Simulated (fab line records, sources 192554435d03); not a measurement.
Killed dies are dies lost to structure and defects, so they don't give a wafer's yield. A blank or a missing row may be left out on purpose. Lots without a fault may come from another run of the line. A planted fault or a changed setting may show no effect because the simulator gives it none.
fab line records | flow n5_finfet
record lots=6 wafers=18 last_day=17
route steps=1938 shown BEOL_M5@1189 BEOL_M6@1194 PASSIVATION@1936
lots that met no fault: from a run of the same line without faults
start_h: hours from the record's first day to the start of the lot's first wafer shown | wait_h: hours since the lot's step before | " the same as in the row above | L1.1+2: a row that stands for several wafers | - no value, or no start given | * or withheld: withheld | < > ~ a bound
route shown NAME@n: a module of which the file shows steps, and the number in the route of the first | usual: mean/standard deviation of fault-free wafers | same: alike in all rows | chamber/n: place in a boat | sites: the reading at each site | _std_site: their standard deviation | _edge_site: outer sites' mean less inner sites' | radius_mm: how far each site lies from the wafer's centre | mask NAME#n: copy n | behind: the tool/chamber that last shaped the wafer | hold: why the lot was held/for how many hours/how that ended | device: the transistor (n, p or np) that didn't switch | end of line: the same wafers' tests at the end of the route | a step without rows: its recipe alone | killed: dies lost to structure and defects at the first sort, not the wafer's yield | map: a wafer's dies, x killed, . not, _ none there
set.NAME: the setting as run; set.NAME@STEP: as run at that earlier step | model.NAME: the simulator's own value behind a step, which no gauge read
lots at some steps of the route; a table a step, a row a wafer
services: from which hour (start_h, from the record's first day; less than 0 if before it) a tool's chamber was out of use, for how many hours, and why
## steps
# step N5_BEOL_M5_CO_CAP_78
# recipe material=Co target_thk_a=20 temp_c=200 precursor=CCTBA/H2 pressure_torr=30 time_s=102.1
# usual heater_power_w=231/27
# columns lot.wafer tool chamber start_h wait_h heater_power_w
L530.3 cvd_co-01 2 208.00 0.0 247
L530.5 " 1 " " 231
L530.6 " 2 " " 247
L533.1 cvd_co-02 0 220.09 0.0 212
L533.5 " 0 " " 216
L533.6 " 1 " " 276
L538.1 cvd_co-02 1 264.61 0.0 273
L538.3 " 0 " " 220
L538.5 " 2 " " 191
L540.2 cvd_co-02 1 264.80 0.0 275
L540.3 " 2 " " 194
L540.5 " 0 " " 214
L546.2 cvd_co-02 1 291.71 0.0 270
L546.3 " 2 " " 194
L546.6 " 2 " " 189
L548.1 cvd_co-02 1 319.46 0.0 267
L548.4 " 1 " " 275
L548.5 " 0 " " 226
# step N5_BEOL_M5_PRE_CLEAN_55
# recipe gas=NH3 time_s=15 temp_c=withheld rf_power_w=300
# step N5_BEOL_M5_DEP_56
# recipe material=SiCN target_thk_a=80 temp_c=withheld precursor=3MS/NH3 pressure_torr=3 rf_w=202 time_s=14
# usual showerhead_plenum_p_Torr=3.669/0.013 throttle_valve_pct=8.9/0.6
# columns lot.wafer tool chamber start_h wait_h showerhead_plenum_p_Torr throttle_valve_pct
L530.3 pecvd-01 1 208.15 0.0 3.635 9.8
L530.5 " 1 " " 3.644 9.8
L530.6 " 0 " " 3.654 8.5
L533.1 pecvd-04 0 220.20 0.0 3.665 9.6
L533.5 " 2 " " 3.674 7.9
L533.6 " 0 " " 3.676 9.6
L538.1 pecvd-04 1 264.73 0.0 3.693 8.9
L538.3 " 0 " " 3.666 9.2
L538.5 " 2 " " 3.679 8.2
L540.2 pecvd-04 1 264.92 0.0 3.683 8.9
L540.3 " 2 " " 3.672 7.9
L540.5 " 1 " " 3.671 9.3
L546.2 pecvd-04 1 291.83 0.0 3.680 9.0
L546.3 " 0 " " 3.676 9.5
L546.6 " 0 " " 3.667 9.2
L548.1 pecvd-04 1 319.57 0.0 3.678 9.1
L548.4 " 0 " " 3.667 9.4
L548.5 " 2 " " 3.672 8.1
# step N5_BEOL_M5_RS_MEAS_57
# recipe thk_meas_gauge=four-point-probe reads=Co_of_BEOL_M5_CO_CAP_78+Cu_of_BEOL_M5_ECD_50+Co_of_BEOL_M5_CVD_47+TaN_of_BEOL_M5_ALD_86
# usual M5_RS=0.388/0.011
# columns lot.wafer tool chamber start_h wait_h M5_RS[ohm/sq]
L530.3 film_metro-01 - 208.21 0.1 0.383
L530.5 " - " " 0.387
L530.6 " - " " 0.398
L533.1 film_metro-01 - 220.27 0.0 0.384
L533.5 " - " " 0.390
L533.6 " - " " 0.377
L538.1 film_metro-01 - 264.79 0.0 0.382
L538.3 " - " " 0.400
L538.5 " - " " 0.382
L540.2 film_metro-01 - 264.98 0.1 0.397
L540.3 " - " " 0.418
L540.5 " - " " 0.388
L546.2 film_metro-02 - 291.90 0.1 0.406
L546.3 " - " " 0.398
L546.6 " - " " 0.405
L548.1 film_metro-01 - 319.64 0.0 0.368
L548.4 " - " " 0.369
L548.5 " - " " 0.380
# step N5_BEOL_M5_INSPECT_58
# recipe inspect_instrument=darkfield mode=post_dep
# usual raw_defect_count=78/27
# columns lot.wafer tool chamber start_h wait_h raw_defect_count
L530.3 defect_inspect-02 - 208.24 0.0 62
L530.5 " - " " 90
L530.6 " - " " 82
L533.1 defect_inspect-01 - 220.30 0.0 78
L533.5 " - " " 44
L533.6 " - " " 37
L538.1 defect_inspect-02 - 264.82 0.0 113
L538.3 " - " " 35
L538.5 " - " " 87
L540.2 defect_inspect-02 - 265.01 0.0 58
L540.3 " - " " 29
L540.5 " - " " 66
L546.2 defect_inspect-02 - 291.92 0.0 81
L546.3 " - " " 111
L546.6 " - " " 96
L548.1 defect_inspect-02 - 319.66 0.0 81
L548.4 " - " " 77
L548.5 " - " " 97
# step N5_BEOL_M6_ILD_DEP_00
# recipe material=SiCOH_lowk target_thk_a=1797.5 temp_c=300 precursor=DEMS/porogen pressure_torr=5 rf_w=500 time_s=33.4
# usual heater_power_w=302/38 showerhead_plenum_p_Torr=5.738/0.017 throttle_valve_pct=13.7/0.78
# columns lot.wafer tool chamber start_h wait_h heater_power_w showerhead_plenum_p_Torr throttle_valve_pct
L530.3 pecvd-02 1 208.28 0.0 275 5.761 14.5
L530.5 " 2 " " 239 5.751 12.3
L530.6 " 1 " " 283 5.747 14.6
L533.1 pecvd-03 0 220.33 0.0 288 5.752 14.3
L533.5 " 1 " " 316 5.762 14.3
L533.6 " 0 " " 290 5.736 14.1
L538.1 pecvd-01 0 264.86 0.0 348 5.729 13.5
L538.3 " 2 " " 344 5.726 13.3
L538.5 " 0 " " 276 5.726 13.2
L540.2 pecvd-01 1 265.05 0.0 309 5.704 15.0
L540.3 " 2 " " 359 5.719 13.1
L540.5 " 2 " " 356 5.709 13.1
L546.2 pecvd-03 0 291.96 0.0 244 5.761 14.0
L546.3 " 1 " " 331 5.753 14.1
L546.6 " 2 " " 374 5.741 13.5
L548.1 pecvd-03 0 319.70 0.0 283 5.746 14.1
L548.4 " 1 " " 306 5.764 14.0
L548.5 " 2 " " 330 5.730 13.4
# step N5_BEOL_M6_CURE_74
# recipe temp_c=385 time_s=240 ambient=He/Ar material=SiCOH_lowk
# step N5_BEOL_M6_THK_MEAS_01
# recipe reads=SiCOH_lowk_of_BEOL_M6_ILD_DEP_00
# usual M6_ILD_THK=154.8/2
# columns lot.wafer tool chamber start_h wait_h M6_ILD_THK[nm]
L530.3 film_metro-02 - 208.85 0.3 153.2
L530.5 " - " " 154.0
L530.6 " - " " 155.8
L533.1 film_metro-01 - 220.91 0.4 153.9
L533.5 " - " " 155.9
L533.6 " - " " 157.0
L538.1 film_metro-02 - 265.43 0.4 155.4
L538.3 " - " " 151.7
L538.5 " - " " 157.9
L540.2 film_metro-02 - 265.62 0.4 153.6
L540.3 " - " " 153.0
L540.5 " - " " 154.8
L546.2 film_metro-02 - 292.54 0.4 154.6
L546.3 " - " " 155.2
L546.6 " - " " 154.8
L548.1 film_metro-01 - 320.76 0.8 155.6
L548.4 " - " " 158.1
L548.5 " - " " 157.7
# step N5_BEOL_M6_PECVD_70
# recipe material=SiO2 target_thk_a=200 temp_c=400 precursor=TEOS/O2 pressure_torr=5.5 rf_w=450 teos_flow_sccm=53.8 gas=O2 flow_sccm=3000 time_s=22.7
# usual heater_power_w=684/71 showerhead_plenum_p_Torr=8.77/0.066 throttle_valve_pct=22.2/1.3
# columns lot.wafer tool chamber start_h wait_h heater_power_w showerhead_plenum_p_Torr throttle_valve_pct
L530.3 pecvd-02 1 208.89 0.0 567 8.81 23.4
L530.5 " 2 " " 584 8.77 19.8
L530.6 " 1 " " 591 8.84 23.6
L533.1 pecvd-01 0 220.95 0.0 713 8.77 21.5
L533.5 " 0 " " 711 8.75 21.5
L533.6 " 1 " " 661 8.64 24.3
L538.1 pecvd-03 1 265.47 0.0 705 8.88 23.0
L538.3 " 0 " " 578 8.84 22.6
L538.5 " 0 " " 557 8.83 22.9
L540.2 pecvd-01 2 265.66 0.0 916 8.71 21.2
L540.3 " 0 " " 734 8.76 21.3
L540.5 " 2 " " 931 8.70 21.2
L546.2 pecvd-01 1 292.57 0.0 597 8.65 24.3
L546.3 " 0 " " 767 8.77 21.8
L546.6 " 2 " " 835 8.69 21.1
L548.1 pecvd-01 2 320.80 0.0 791 8.71 21.4
L548.4 " 2 " " 775 8.70 21.4
L548.5 " 1 " " 658 8.65 24.2
# step N5_BEOL_M6_HM_DEP_02
# recipe material=TiN target_thk_a=200 temp_c=25 chamber_pressure_pa=0.49996
# step N5_BEOL_M6_COAT_59
# recipe resist=SOC temp_c=250 time_s=60 spin_rpm=1500 resist_thk_nm=100
# step N5_BEOL_M6_COAT_60
# recipe resist=SiARC temp_c=220 time_s=60 spin_rpm=1500 resist_thk_nm=35
# step N5_BEOL_M6_COAT_05
# recipe resist=CAR-ArF spin_rpm=1500 resist_thk_nm=90
# usual dispense_pressure_kPa=47.8/2 spin_speed_rpm=1500.0/0.99
# columns lot.wafer tool chamber start_h wait_h dispense_pressure_kPa spin_speed_rpm model.CAR-ArF_of_BEOL_M6_COAT_05.thk_nm
L530.3 litho_track-02 0 209.99 - 47.0 1499.8 89.2
L530.5 " 0 " " 47.0 1500.2 89.4
L530.6 " 0 " " 47.0 1499.1 89.8
L533.1 litho_track-01 0 223.00 - 50.6 1501.0 90
L533.5 " 0 " " 50.6 1500.9 90.2
L533.6 " 0 " " 50.6 1499.9 89.6
L538.1 litho_track-02 0 266.55 - 47.0 1459.5 91
L538.3 " 0 " " 47.0 1460.2 91.2
L538.5 " 0 " " 47.0 1459.0 91.4
L540.2 litho_track-02 0 266.71 - 47.0 1457.7 91.8
L540.3 " 0 " " 47.0 1459.4 92
L540.5 " 0 " " 47.0 1457.0 91.8
L546.2 litho_track-01 0 293.27 - 50.6 1501.4 89.6
L546.3 " 0 " " 50.6 1500.8 89.8
L546.6 " 0 " " 50.6 1498.8 89.6
L548.1 litho_track-01 0 324.75 - 50.5 1499.6 90
L548.4 " 0 " " 50.6 1501.0 90
L548.5 " 0 " " 50.5 1500.8 89.8
# step N5_BEOL_M6_EBR_07
# recipe solvent=PGMEA ebr_width_mm=1.5
# step N5_BEOL_M6_SOFTBAKE_06
# recipe temp_c=110 time_s=60 resist=CAR-ArF
# step N5_BEOL_M6_EXPOSE_08
# recipe mask_id=M6 na=1.35 source_shape=dipole sigma_inner=0.817 sigma_outer=0.97 polarization=te dose_mj=68.25
# step N5_BEOL_M6_PEB_09
# recipe peb_temp_c=withheld peb_time_s=60 resist=CAR-ArF
# step N5_BEOL_M6_DEVELOP_10
# recipe develop_time_s=30 developer=TMAH resist=CAR-ArF rinse_liquid=diw dry=air_spin dev_temp_c=23
# step N5_BEOL_M6_CD_MEAS_11
# recipe target_cd_nm=38.5 landing_energy_ev=500 detector=se_inlens polarity=opening
# usual cd_nm=38.7/0.47
# same landing_energy_ev=500
# columns lot.wafer tool chamber start_h wait_h cd_nm
L530.3 cd_sem-01 0 210.23 - 38.1
L530.5 " 0 " " 38.8
L530.6 " 0 " " 38.6
L533.1 cd_sem-02 0 223.36 - 38.6
L533.5 " 0 " " 39.3
L533.6 " 0 " " 38.7
L538.1 cd_sem-01 0 266.92 - 38.8
L538.3 " 0 " " 39.1
L538.5 " 0 " " 38.7
L540.2 cd_sem-02 0 267.09 - 39.0
L540.3 " 0 " " 38.6
L540.5 " 0 " " 39.5
L546.2 cd_sem-01 0 293.63 - 39.3
L546.3 " 0 " " 38.4
L546.6 " 0 " " 38.5
L548.1 cd_sem-03 0 324.99 - 38.3
L548.4 " 0 " " 38.2
L548.5 " 0 " " 38.4
# step N5_BEOL_M6_OVL_MEAS_12
# recipe points_per_wafer=44
# usual M6_OVL=0.1/0.63
# columns lot.wafer tool chamber start_h wait_h M6_OVL[nm]
L530.3 overlay-02 0 210.26 0.0 0.1
L530.5 " 0 " " 0.8
L530.6 " 0 " " 0.3
L533.1 overlay-01 0 223.39 0.0 -0.3
L533.5 " 0 " " -0.3
L533.6 " 0 " " -0.4
L538.1 overlay-01 0 266.95 0.0 -0.2
L538.3 " 0 " " 0.6
L538.5 " 0 " " -0.1
L540.2 overlay-02 0 267.11 0.0 -0.2
L540.3 " 0 " " -0.3
L540.5 " 0 " " -0.4
L546.2 overlay-01 0 293.66 0.0 0.6
L546.3 " 0 " " 0.9
L546.6 " 0 " " 0.7
L548.1 overlay-02 0 325.02 0.0 0.3
L548.4 " 0 " " 0.0
L548.5 " 0 " " 0.3
# step N5_BEOL_M6_INSPECT_13
# recipe mode=adi inspect_instrument=brightfield
# usual raw_defect_count=413/87
# columns lot.wafer tool chamber start_h wait_h raw_defect_count
L530.3 defect_inspect-01 - 210.28 0.0 466
L530.5 " - " " 577
L530.6 " - " " 572
L533.1 defect_inspect-01 - 223.42 0.0 364
L533.5 " - " " 415
L533.6 " - " " 445
L538.1 defect_inspect-01 - 266.97 0.0 393
L538.3 " - " " 406
L538.5 " - " " 558
L540.2 defect_inspect-02 - 267.14 0.0 307
L540.3 " - " " 468
L540.5 " - " " 361
L546.2 defect_inspect-01 - 293.69 0.0 361
L546.3 " - " " 375
L546.6 " - " " 324
L548.1 defect_inspect-01 - 325.05 0.0 316
L548.4 " - " " 300
L548.5 " - " " 394
# step N5_BEOL_M6_DESCUM_16
# recipe chemistry=O2 time_s=7.9 source_power_w=50 bias_power_w=20 pressure_mtorr=20 rf_frequency_hz=2.712e+07 temp_c=40 resist=CAR-ArF o2_flow_sccm=225
# step N5_BEOL_M6_ETCH_61
# recipe chemistry=CF4 target=SiARC target_depth_a=455 mask_material=CAR-ArF time_s=75.8 ion_energy_ev=80 pressure_mtorr=40 source_w=545 bias_w=36 Ar_flow_sccm=100 cf4_flow_sccm=100 ends=cleared
# usual drypump_motor_current_A=5.6/0.4 etch_rf_on_time_s=75.3/1.1 oes_product_au=0.70/0.067 rf_vpp_V=184.0/1.1 showerhead_plenum_p_Torr=2.14/0.057 throttle_valve_pct=15.56/0.19
# columns lot.wafer tool chamber start_h wait_h drypump_motor_current_A etch_rf_on_time_s oes_product_au rf_hours_counter_h rf_vpp_V showerhead_plenum_p_Torr throttle_valve_pct model.CAR-ArF_of_BEOL_M6_COAT_05.thk_nm
L530.3 rie_diel-05 0 210.35 0.0 5.7 74.7 0.67 108 184.6 2.16 15.26 50.2
L530.5 " 0 " " 5.7 75.0 0.67 - 184.0 2.16 15.26 50.4
L530.6 " 1 " " 5.9 74.8 0.76 - 183.7 2.07 15.55 50.8
L533.1 rie_diel-06 1 223.49 0.0 6.1 77.6 0.59 226 182.2 2.04 15.75 50.6
L533.5 " 0 " " 5.3 74.8 0.63 - 183.9 2.14 15.83 51
L533.6 " 1 " " 6.2 77.4 0.60 - 182.1 2.04 15.74 50.2
L538.1 rie_diel-06 0 267.11 0.0 5.3 75.7 0.61 192 184.5 2.13 15.87 51.8
L538.3 " 1 " " 6.2 77.8 0.59 244 184.0 2.03 15.77 52.2
L538.5 " 0 " " 5.3 75.6 0.62 - 185.3 2.13 15.85 52.2
L540.2 rie_diel-06 2 267.43 0.0 5.3 75.5 0.70 84 185.5 2.24 15.44 52.6
L540.3 " 1 " " 6.1 76.9 0.58 244 183.2 2.03 15.81 52.6
L540.5 " 1 " " 6.1 77.3 0.59 - 181.5 2.03 15.79 52.4
L546.2 rie_diel-01 0 293.76 0.0 5.4 74.4 0.70 106 183.6 2.15 15.50 50.6
L546.3 " 1 " " 6.1 74.7 0.68 124 183.5 2.16 15.70 50.6
L546.6 " 0 " " 5.4 74.9 0.69 - 183.7 2.15 15.53 50.4
L548.1 rie_diel-01 2 325.12 0.0 4.9 74.0 0.73 83 184.2 2.15 15.35 50.8
L548.4 " 1 " " 6.1 74.0 0.67 135 185.1 2.15 15.72 50.8
L548.5 " 2 " " 4.9 74.0 0.72 - 184.9 2.15 15.35 50.8
# step N5_BEOL_M6_ETCH_62
# recipe chemistry=N2/H2 target=SOC target_depth_a=1100 overetch_a=220 mask_material=SiARC temp_c=40 time_s=165 ion_energy_ev=200 pressure_mtorr=30 source_w=840 bias_w=150 n2_flow_sccm=200 h2_flow_sccm=200
# usual drypump_motor_current_A=5.6/0.4 oes_product_au=0.69/0.063 rf_vpp_V=523.9/2.2 showerhead_plenum_p_Torr=2.54/0.075 throttle_valve_pct=17.81/0.18
# columns lot.wafer tool chamber start_h wait_h drypump_motor_current_A oes_product_au rf_hours_counter_h rf_vpp_V showerhead_plenum_p_Torr throttle_valve_pct
L530.3 rie_diel-05 0 210.41 0.0 5.8 0.66 108 525.3 2.58 17.62
L530.5 " 0 " " 5.8 0.66 - 523.8 2.58 17.62
L530.6 " 1 " " 5.9 0.73 - 523.1 2.46 17.84
L533.1 rie_diel-06 1 223.54 0.0 6.1 0.60 226 520.0 2.40 17.96
L533.5 " 0 " " 5.3 0.63 - 523.5 2.55 18.17
L533.6 " 1 " " 6.1 0.60 - 519.9 2.40 17.98
L538.1 rie_diel-06 0 267.17 0.0 5.4 0.61 192 523.3 2.54 18.20
L538.3 " 1 " " 6.1 0.59 244 521.5 2.39 18.00
L538.5 " 0 " " 5.3 0.61 - 523.0 2.54 18.20
L540.2 rie_diel-06 2 267.49 0.0 5.3 0.70 84 528.4 2.68 17.70
L540.3 " 1 " " 6.1 0.59 244 520.2 2.39 18.00
L540.5 " 1 " " 6.2 0.58 - 517.9 2.39 18.02
L546.2 rie_diel-01 0 293.81 0.0 5.4 0.68 107 523.5 2.54 17.66
L546.3 " 1 " " 6.1 0.67 124 523.4 2.53 17.79
L546.6 " 0 " " 5.4 0.69 - 525.1 2.54 17.67
L548.1 rie_diel-01 2 325.17 0.0 4.9 0.71 83 525.2 2.58 17.69
L548.4 " 1 " " 6.1 0.66 135 523.8 2.53 17.82
L548.5 " 2 " " 4.9 0.71 - 525.9 2.58 17.69
# step N5_PASSIVATION_PROBE_49
# usual defect_limited_yield=91.3/1.5 killed_at_M0_to_M3=31/11 killed_at_M4_up=14/5.1 killed_at_contacts=12/5.6 killed_at_front_end=42/12 killed_at_other=3.8/2.9 killed_dies=103/18 killed_open=67/14 killed_short=33/8 sort_bin_5_function=5.1/1 sort_bin_6_memory=3.2/0.75 sort_n_pass=1077/18 sort_yield_pct=91.3/1.5
# same gross_dies=1180 killed_at_back_side=0 sort_bin_4_leakage[%]=0 sort_bin_8_speed[%]=0
# columns lot.wafer tool chamber start_h wait_h defect_limited_yield[%] killed_at_M0_to_M3 killed_at_M4_up killed_at_contacts killed_at_front_end killed_at_other killed_dies killed_open killed_short sort_bin_5_function[%] sort_bin_6_memory[%] sort_n_pass sort_yield_pct[%]
L530.3 prober-01 - 306.32 0.1 92.4 29 6 5 40 10 90 54 36 4.3 3.1 1090 92.4
L530.5 prober-01 - 306.42 0.2 92.5 25 14 10 33 6 88 53 32 4.5 2.5 1092 92.5
L530.6 prober-01 - 306.47 0.3 92.6 23 10 3 46 5 87 53 32 4.1 2.7 1093 92.6
L540.5 prober-01 - 364.45 0.2 89.2 32 21 15 58 2 128 82 44 6.7 3.9 1052 89.2
L538.1 prober-02 - 367.91 0.0 90.7 25 14 15 55 1 110 65 45 5.4 3.6 1070 90.7
L538.3 prober-02 - 368.01 0.1 93.2 26 13 18 21 2 80 58 20 4.6 2.0 1100 93.2
L538.5 prober-02 - 368.11 0.2 91.9 35 11 12 33 5 96 76 20 4.7 3.1 1084 91.9
# killed by level:class
L530.3 FIN_SAQP:geometric_particle:short=9 BEOL_M0_SAQP:geometric_particle:short=8 FIN_SAQP:geometric_particle:open=7 BEOL_M3:geometric_particle:open=7 STI_FIN_REVEAL:geometric_particle:open=6 DUMMY_GATE:geometric_particle:open=6 BEOL_M2:geometric_particle:open=5 MOL_CONTACT_COAG:geometric_particle:open=4
L530.5 FIN_SAQP:geometric_particle:open=8 GATE_CUT:geometric_particle:short=6 MOL_CONTACT_COAG:geometric_particle:open=6 BEOL_M0_SAQP:geometric_particle:short=6 BEOL_M5:geometric_particle:open=6 STI_FIN_REVEAL:geometric_particle:open=5 BEOL_M0:geometric_particle:open=5 FIN_SAQP:geometric_particle:short=4
L530.6 FIN_SAQP:geometric_particle:open=12 FIN_SAQP:geometric_particle:short=10 STI_FIN_REVEAL:geometric_particle:open=10 BEOL_M2:geometric_particle:open=8 DUMMY_GATE:geometric_particle:open=4 BEOL_M0_SAQP:geometric_particle:open=4 STARTING-WAFER:geometric_particle:short=4 STI_FIN_REVEAL:geometric_particle:short=3
L540.5 STI_FIN_REVEAL:geometric_particle:open=27 MOL_CONTACT_COAG:geometric_particle:open=12 BEOL_M4:geometric_particle:open=9 BEOL_M0_SAQP:geometric_particle:short=8 FIN_SAQP:geometric_particle:short=7 STI_FIN_REVEAL:geometric_particle:short=6 BEOL_M1:geometric_particle:open=6 BEOL_M0_SAQP:geometric_particle:open=5
L538.1 FIN_SAQP:geometric_particle:open=17 FIN_SAQP:geometric_particle:short=16 MOL_CONTACT_COAG:geometric_particle:open=10 BEOL_M0_SAQP:geometric_particle:short=7 MOL_CONTACT_COAG:geometric_particle:short=5 BEOL_M0_SAQP:geometric_particle:open=5 DUMMY_GATE:geometric_particle:open=4 BEOL_M3:geometric_particle:open=4
L538.3 MOL_CONTACT_COAG:geometric_particle:open=13 FIN_SAQP:geometric_particle:open=9 BEOL_M0_SAQP:geometric_particle:open=6 BEOL_M1:geometric_particle:open=6 BEOL_M4:geometric_particle:open=5 MOL_CONTACT_COAG:geometric_particle:short=5 BEOL_M0:geometric_particle:open=5 BEOL_M0_SAQP:geometric_particle:short=3
L538.5 MOL_CONTACT_COAG:geometric_particle:open=9 BEOL_M1:geometric_particle:open=9 FIN_SAQP:geometric_particle:open=7 DUMMY_GATE:geometric_particle:open=7 BEOL_M0_SAQP:geometric_particle:open=7 STI_FIN_REVEAL:geometric_particle:open=6 BEOL_M0:geometric_particle:open=5 BEOL_M3:geometric_particle:open=4
## services
# columns tool chamber start_h hours kind
pecvd-03 1 184.01 5.0 scheduled_down
cvd_co-02 - 192.37 1.5 repair
pecvd-01 - 200.16 2.8 pm
cvd_co-02 - 224.41 0.3 repair
rie_diel-06 3 225.92 16.6 repair
pecvd-01 - 258.95 5.1 repair
rie_diel-01 3 263.49 2.6 repair
rie_diel-01 3 266.36 - clean
rie_diel-01 3 266.36 - consumable_replace:focus_ring
rie_diel-01 3 266.36 24.7 scheduled_down
cvd_co-01 2 285.19 1.8 repair
rie_diel-06 1 287.58 - clean
rie_diel-06 1 287.58 - consumable_replace:focus_ring
rie_diel-06 1 287.58 - consumable_replace:showerhead
rie_diel-06 1 287.58 19.8 scheduled_down
rie_diel-06 1 287.58 19.8 vent_cycle
pecvd-04 1 287.77 1.9 repair
rie_diel-05 - 290.15 2.6 repair
pecvd-04 2 296.36 2.1 scheduled_down
rie_diel-06 0 300.58 5.8 repair
cvd_co-01 0 301.66 3.4 repair
pecvd-02 - 316.12 14.6 pm
pecvd-01 0 320.34 2.1 scheduled_down
cvd_co-01 - 320.41 3.2 repair
## key
first_sign step=N5_BEOL_M6_COAT_05 reading=spin_speed_rpm direction=down sigmas=42 usual=* struck=*
effect none on later readings
model_effect step=N5_BEOL_M6_COAT_05 value=CAR-ArF_of_BEOL_M6_COAT_05.thk_nm without=90.17 struck=91.53
model_effect step=N5_BEOL_M6_ETCH_61 value=CAR-ArF_of_BEOL_M6_COAT_05.thk_nm without=51.03 struck=52.3
met_at N5_BEOL_M6_COAT_05
struck_wafers L538.1,L538.3,L538.5,L540.2,L540.3,L540.5
onset_between 209.99 266.55
fault kind=process_parameter_drift tool=litho_track-02 chamber=- onset_h=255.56 steps=N5_BEOL_M6_COAT_05 channel=spin_rpm offset=* shape=step end_h=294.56 acts_in=* stated=*
